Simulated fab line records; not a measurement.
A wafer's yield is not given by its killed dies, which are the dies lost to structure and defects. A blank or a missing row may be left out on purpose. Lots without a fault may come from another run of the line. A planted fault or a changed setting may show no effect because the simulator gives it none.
fab line records	flow nand-harc	part 2 of 2: steps 5 to 6 of 6
record: lots: 23	wafers: 69	last-day: 33
route steps=1302 shown A_STAIRCASE@680
lots untouched by any fault: they come from a run of this same line in which no faults occurred
start-h: hours from the record's first day to the start of the lot's first wafer shown	wait-h: hours elapsed since this lot's preceding step	" unchanged from the row above	L1.1+2: a row that stands for several wafers	- either no value or no given start	* or withheld: withheld	< > ~ a bound
route shown NAME@n: a module of which the file shows steps, and the number in the route of the first	usual: average and standard deviation across the fault-free wafers	same: alike in all rows	chamber/n: place in a boat	sites: per-site readings	_std_site: the standard deviation of these	_edge_site: inner sites' mean taken away from outer sites' mean	radius-mm: how far each site lies from the wafer's centre	mask NAME#n: copy n	behind: the most recent tool/chamber to have shaped the wafer	hold: the reason the lot was held/the length of the hold in hours/how it ended	device: the n, p or np transistor that did not switch	end of line: the tests these same wafers got at the end of their route	for a step that has no rows: nothing shown but its recipe	killed: count of dies lost to structure and defects at first sort (not the wafer's yield)	map: dies across one wafer; x = killed, . = not, _ = none there
set.NAME: setting as actually run; set.NAME@STEP: the setting as run at that earlier step	model.NAME: the simulator's own value behind a step, which no gauge read
route steps across a sampled set of lots; one table per step, one row per wafer
services: when a tool's chamber went out of use (start-h, in hours from the record's first day, below 0 if earlier), for how many hours, and the reason
== steps ==
step: NHARC_A_STAIRCASE_TRIM_231
recipe: time-s: 211.2	o2-flow-sccm: 500	ar-flow-sccm: 0	bias-w: 0	chemistry: O2
usual: drypump-motor-current-A: 5.8/0.34	o2-flow-sccm: 500.2/1.6	oes-product-au: 0.999/0.013	rf-vpp-V: 57.8/0.88	showerhead-plenum-p-Torr: 3.51/0.15	throttle-valve-pct: 17.036/0.0094
same: time-s: 211.2
lot.wafer	tool	chamber	start-h	wait-h	drypump-motor-current-A	o2-flow-sccm	oes-product-au	rf-hours-counter-h	rf-vpp-V	showerhead-plenum-p-Torr	throttle-valve-pct
L074.1	rie-diel-01	0	-	-	5.9	500.4	1.006	47	58.0	3.58	17.035
L074.6	"	3	"	"	6.3	499.2	0.987	-	56.9	3.34	17.057
L074.5	"	0	"	"	5.9	497.4	0.984	-	56.9	3.58	17.039
L075.4	rie-diel-13	2	-	-	6.1	502.3	1.005	6	58.5	3.74	17.030
L075.1	"	3	"	"	5.1	501.0	0.995	5	58.1	3.35	17.039
L075.5	"	1	"	"	5.6	500.6	1.002	-	57.3	3.66	17.034
L076.3	rie-diel-03	2	-	-	6.2	498.6	1.012	30	58.0	3.35	17.024
L076.4	"	0	"	"	6.2	500.6	1.002	31	57.9	3.29	17.021
L076.6	"	1	"	"	5.7	497.1	1.028	-	57.9	3.57	17.036
L078.1	rie-diel-03	3	-	-	5.4	499.4	1.019	45	56.2	3.38	17.048
L078.3	"	2	"	"	6.2	497.4	0.995	42	58.1	3.35	17.044
L078.6	"	0	"	"	6.2	498.1	1.006	-	57.2	3.28	17.033
L077.4	rie-diel-03	2	-	-	6.2	500.7	0.997	43	58.2	3.35	17.027
L077.6	"	2	"	"	6.2	497.0	0.995	-	57.6	3.35	17.044
L077.5	"	3	"	"	5.4	499.7	1.005	-	56.6	3.38	17.025
L079.3	rie-diel-01	1	-	-	5.7	496.6	1.018	9	57.4	3.64	17.033
L079.4	"	2	"	"	5.9	503.1	1.008	8	56.3	3.46	17.030
L079.5	"	1	"	"	5.7	499.6	1.019	-	57.3	3.64	17.054
L080.3	rie-diel-13	1	-	-	5.5	502.6	1.010	19	59.2	3.65	17.043
L080.4	"	3	"	"	5.1	499.0	0.999	22	56.5	3.34	17.025
L080.5	"	1	"	"	5.6	500.2	1.008	-	57.8	3.65	17.040
L081.1	rie-diel-03	2	-	-	6.2	500.6	0.997	47	58.9	3.35	17.023
L081.4	"	3	"	"	5.4	498.3	1.021	49	57.6	3.38	17.036
L081.6	"	1	"	"	5.7	498.3	1.000	-	56.7	3.55	17.037
L082.1	rie-diel-13	3	-	-	5.1	497.9	0.981	26	57.4	3.34	17.039
L082.3	"	0	"	"	5.9	498.1	0.982	18	58.4	3.62	17.032
L082.5	"	3	"	"	5.1	498.5	0.980	-	59.1	3.34	17.030
L083.1	rie-diel-13	2	-	-	6.1	501.6	0.996	31	58.0	3.73	17.042
L083.2	"	1	"	"	5.6	499.8	0.991	29	59.4	3.64	17.035
L083.6	"	3	"	"	5.1	497.0	0.982	-	58.0	3.34	17.043
L085.3	rie-diel-01	1	-	-	5.6	502.7	1.019	28	57.7	3.63	17.039
L085.6	"	3	"	"	6.3	501.7	0.977	-	57.0	3.32	17.034
L085.5	"	0	"	"	5.9	499.1	0.976	-	58.2	3.56	17.034
L084.1	rie-diel-03	2	-	-	6.2	501.7	0.988	2	57.7	3.34	17.037
L084.5	"	0	"	"	6.2	502.3	0.996	-	57.3	3.81	17.036
L084.6	"	1	"	"	5.7	500.3	1.006	-	58.9	3.55	17.009
L087.1	rie-diel-01	3	-	-	6.4	501.2	0.990	36	57.1	3.31	17.025
L087.6	"	0	"	"	5.9	501.0	0.989	-	57.9	3.55	17.028
L087.5	"	1	"	"	5.7	498.6	1.013	-	58.2	3.62	17.036
L088.3	rie-diel-03	3	-	-	5.4	498.3	1.016	14	58.9	3.36	17.052
L088.1	"	0	"	"	6.1	500.5	0.998	16	58.7	3.80	17.048
L088.6	"	1	"	"	5.7	503.4	1.007	-	60.2	3.54	17.024
L086.2	rie-diel-13	0	-	-	5.9	499.7	0.977	46	56.9	3.60	17.030
L086.4	"	1	"	"	5.5	499.2	0.998	48	57.3	3.63	17.042
L086.6	"	1	"	"	5.5	499.4	0.998	-	58.0	3.63	17.035
L090.2	rie-diel-13	1	519.03	0.1	5.6	501.8	0.995	50	57.4	3.63	17.054
L090.3	"	0	"	"	5.9	499.7	0.977	-	56.7	3.60	17.029
L090.4	"	1	"	"	5.6	501.7	1.003	-	59.2	3.63	17.053
L092.1	rie-diel-13	1	-	-	5.6	502.7	0.993	2	57.0	3.63	17.036
L092.2	"	2	"	"	6.1	498.3	0.988	2	58.6	3.71	17.032
L092.5	"	1	"	"	5.6	500.3	0.989	-	58.3	3.63	17.048
L091.2	rie-diel-01	2	-	-	5.9	502.2	0.992	44	58.5	3.44	17.051
L091.5	"	2	"	"	5.9	499.7	0.988	-	57.2	3.44	17.041
L091.6	"	3	"	"	6.4	500.4	0.991	-	56.1	3.31	17.028
L093.2	rie-diel-01	3	-	-	6.3	502.4	0.980	51	58.5	3.31	17.038
L093.4	"	1	"	"	5.7	503.1	1.006	-	57.0	3.61	17.041
L093.5	"	2	"	"	5.9	497.7	0.981	-	57.9	3.44	17.025
L094.4	rie-diel-03	1	-	-	5.7	499.1	1.018	32	58.0	3.53	17.029
L094.3	"	2	"	"	6.2	501.7	0.990	32	58.4	3.32	17.039
L094.6	"	0	"	"	6.1	499.8	1.009	-	56.6	3.79	17.026
L096.2	rie-diel-01	1	-	-	5.7	499.1	1.031	8	59.3	3.61	17.047
L096.1	"	0	"	"	5.9	502.9	0.986	10	57.2	3.54	17.037
L096.5	"	1	"	"	5.7	498.6	1.033	-	58.8	3.61	17.044
L095.3	rie-diel-01	3	-	-	6.3	499.0	1.002	11	58.3	3.30	17.034
L095.5	"	2	"	"	5.9	500.7	1.011	-	57.1	3.44	17.043
L095.6	"	3	"	"	6.3	500.9	1.002	-	55.7	3.30	17.039
L097.4	rie-diel-03	0	-	-	6.2	499.5	1.000	50	58.1	3.78	17.026
L097.3	"	1	"	"	5.8	498.6	1.001	52	58.9	3.52	17.034
L097.5	"	2	"	"	6.2	497.0	0.990	-	58.1	3.31	17.027
step: NHARC_A_STAIRCASE_ETCH_236
recipe: target-depth-a: 1000	time-s: 40.5	ion-energy-ev: 400	c4f8-flow-sccm: 20	o2-flow-sccm: 10	ar-flow-sccm: withheld	rf-w: 600	bias-w: 1000	chemistry: C4F8/O2
usual: oes-product-au: 0.946/0.015	rf-vpp-V: 895/5.5
same: time-s: 40.5
lot.wafer	tool	chamber	start-h	wait-h	oes-product-au	rf-hours-counter-h	rf-vpp-V
L074.1	rie-diel-01	3	-	-	0.961	51	889
L074.6	"	0	"	"	0.959	-	899
L074.5	"	1	"	"	0.945	-	900
L075.1	rie-diel-13	0	-	-	0.936	5	899
L075.4	"	1	"	"	0.949	5	901
L075.5	"	0	"	"	0.942	-	897
L076.3	rie-diel-03	1	-	-	0.958	25	897
L076.4	"	2	"	"	0.947	30	889
L076.6	"	0	"	"	0.950	-	886
L078.3	rie-diel-03	1	-	-	0.961	38	897
L078.1	"	2	"	"	0.937	43	888
L078.6	"	1	"	"	0.951	-	897
L077.4	rie-diel-03	3	-	-	0.958	46	890
L077.6	"	0	"	"	0.940	-	888
L077.5	"	1	"	"	0.952	-	896
L079.4	rie-diel-01	2	-	-	0.930	8	894
L079.3	"	3	"	"	0.920	9	888
L079.5	"	0	"	"	0.932	-	898
L080.4	rie-diel-13	1	-	-	0.935	19	900
L080.3	"	3	"	"	0.942	22	889
L080.5	"	0	"	"	0.938	-	899
L081.4	rie-diel-03	0	-	-	0.945	46	887
L081.1	"	1	"	"	0.946	43	897
L081.6	"	3	"	"	0.956	-	891
L082.3	rie-diel-13	0	-	-	0.937	18	900
L082.1	"	1	"	"	0.951	25	901
L082.5	"	0	"	"	0.950	-	899
L083.2	rie-diel-13	2	-	-	0.940	31	903
L083.1	"	3	"	"	0.927	31	889
L083.6	"	1	"	"	0.950	-	900
L084.1	rie-diel-03	2	-	-	0.932	3	890
L084.5	"	3	"	"	0.976	-	890
L084.6	"	0	"	"	0.953	-	907
L085.3	rie-diel-01	0	-	-	0.920	32	895
L085.6	"	0	"	"	0.913	-	896
L085.5	"	1	"	"	0.953	-	898
L087.1	rie-diel-01	3	-	-	0.936	37	887
L087.6	"	2	"	"	0.941	-	893
L087.5	"	3	"	"	0.926	-	887
L088.3	rie-diel-03	2	-	-	0.951	12	889
L088.1	"	3	"	"	0.973	14	889
L088.6	"	1	"	"	0.939	-	898
L086.2	rie-diel-13	3	-	-	0.932	55	889
L086.4	"	1	"	"	0.932	48	899
L086.6	"	3	"	"	0.927	-	888
L090.3	rie-diel-01	0	520.17	-	0.982	47	897
L090.4	"	1	"	"	0.999	43	899
L090.2	"	2	"	"	0.994	37	892
L092.1	rie-diel-13	0	-	-	0.940	2	899
L092.2	"	1	"	"	0.938	2	900
L092.5	"	1	"	"	0.945	-	899
L091.2	rie-diel-01	3	-	-	0.921	48	888
L091.6	"	3	"	"	0.930	-	889
L091.5	"	0	"	"	0.929	-	897
L093.2	rie-diel-01	3	-	-	0.925	51	887
L093.5	"	1	"	"	0.959	-	898
L093.4	"	3	"	"	0.935	-	888
L094.3	rie-diel-03	0	-	-	0.938	33	905
L094.4	"	2	"	"	0.936	32	888
L094.6	"	1	"	"	0.949	-	895
L096.1	rie-diel-01	1	-	-	0.966	9	898
L096.2	"	2	"	"	0.946	3	891
L096.5	"	0	"	"	0.954	-	896
L095.3	rie-diel-01	0	-	-	0.944	11	897
L095.5	"	1	"	"	0.960	-	899
L095.6	"	2	"	"	0.948	-	892
L097.3	rie-diel-03	2	-	-	0.940	51	888
L097.4	"	0	"	"	0.954	50	905
L097.5	"	1	"	"	0.950	-	896
== services ==
tool	chamber	start-h	hours	kind
rie-diel-03	1	336.74	2.4	repair
rie-diel-03	-	339.64	0.6	repair
rie-diel-13	-	343.02	9.0	pm
rie-diel-03	0	343.11	-	clean
rie-diel-03	1	343.11	-	clean
rie-diel-03	2	343.11	-	clean
rie-diel-03	3	343.11	-	clean
rie-diel-03	0	367.61	-	clean
rie-diel-03	1	367.61	-	clean
rie-diel-03	2	367.61	-	clean
rie-diel-03	3	367.61	-	clean
rie-diel-01	-	380.82	9.0	pm
rie-diel-03	0	392.30	-	clean
rie-diel-03	1	392.30	-	clean
rie-diel-01	-	396.72	0.4	repair
rie-diel-13	0	401.64	10.6	repair
rie-diel-03	-	461.71	9.0	pm
rie-diel-13	1	485.28	3.4	repair
rie-diel-13	3	517.00	2.9	repair
rie-diel-13	2	518.14	4.1	repair
rie-diel-13	-	520.08	9.0	pm
rie-diel-03	2	563.07	2.6	repair
rie-diel-01	2	573.91	10.4	repair
rie-diel-13	-	586.75	0.2	repair
